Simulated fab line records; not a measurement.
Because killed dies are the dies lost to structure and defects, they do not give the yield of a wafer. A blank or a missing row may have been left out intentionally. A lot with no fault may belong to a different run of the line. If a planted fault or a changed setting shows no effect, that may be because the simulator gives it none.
Which of the tools did it? ; flow nandHarc ; 6 lots with 18 wafers sampled at 2 steps, on a route of 1302 steps

## WHAT THE GAUGES SHOWED, per wafer
NHARC_P_CONTACT_CD_MEAS_19.
lot;measured;on;cdNm (nm)
L259;day 6 13:23;cdSem-02;89.1 86.5 89.4
L265;day 9 02:10;cdSem-03;90.8 91.1 91.4
L267;day 9 22:18;cdSem-02;91.9 90.9 90.9
L276;day 13 12:55;cdSem-01;88.7 89.6 90.2
L279;day 14 13:53;cdSem-02;90.3 88.0 91.9
L281;day 15 13:17;cdSem-01;89.1 87.3 87.9

## EACH LOT AND THE TOOL THAT RAN IT (in order: tool; ch and the chambers of the sampled wafers; start)
lot;NHARC_P_CONTACT_ETCH_36
L259;rieDiel-02 ch 0,2, day 6 13:23 or earlier
L265;rieDiel-03 ch 0,1, day 9 02:10 or earlier
L267;rieDiel-09 ch 1,3, day 9 22:18 or earlier
L276;rieDiel-09 ch 0,3, day 13 12:55 or earlier
L279;rieDiel-02 ch 0,2, day 14 13:53 or earlier
L281;rieDiel-03 ch 0,2, day 15 13:17 or earlier
- NHARC_P_CONTACT_ETCH_36: etches the open film in N2/H2, target depth 260 nm, time 406.25 s.

## THE ANSWER, worked out from the rows above alone
Rule: the usual values come from the lots themselves. Put in order of their means at a reading, lots are off if they are a third of the lots or fewer, leave a main group of 4 or more, and stand apart from it by a gap of 3 or more times the standard deviation of the main group's means; of several such gaps the widest counts. If all means in a main group match to the digits the tables above print for the reading, that group is not used. A lot without any number at a reading at which 4 lots or more have one is off too. Where the step has rows for the other lots, those lots are counted as sound.
None of the lots is off at any reading shown; this tells nothing.

## WHAT HAD BEEN PUT IN BY THE SIMULATOR
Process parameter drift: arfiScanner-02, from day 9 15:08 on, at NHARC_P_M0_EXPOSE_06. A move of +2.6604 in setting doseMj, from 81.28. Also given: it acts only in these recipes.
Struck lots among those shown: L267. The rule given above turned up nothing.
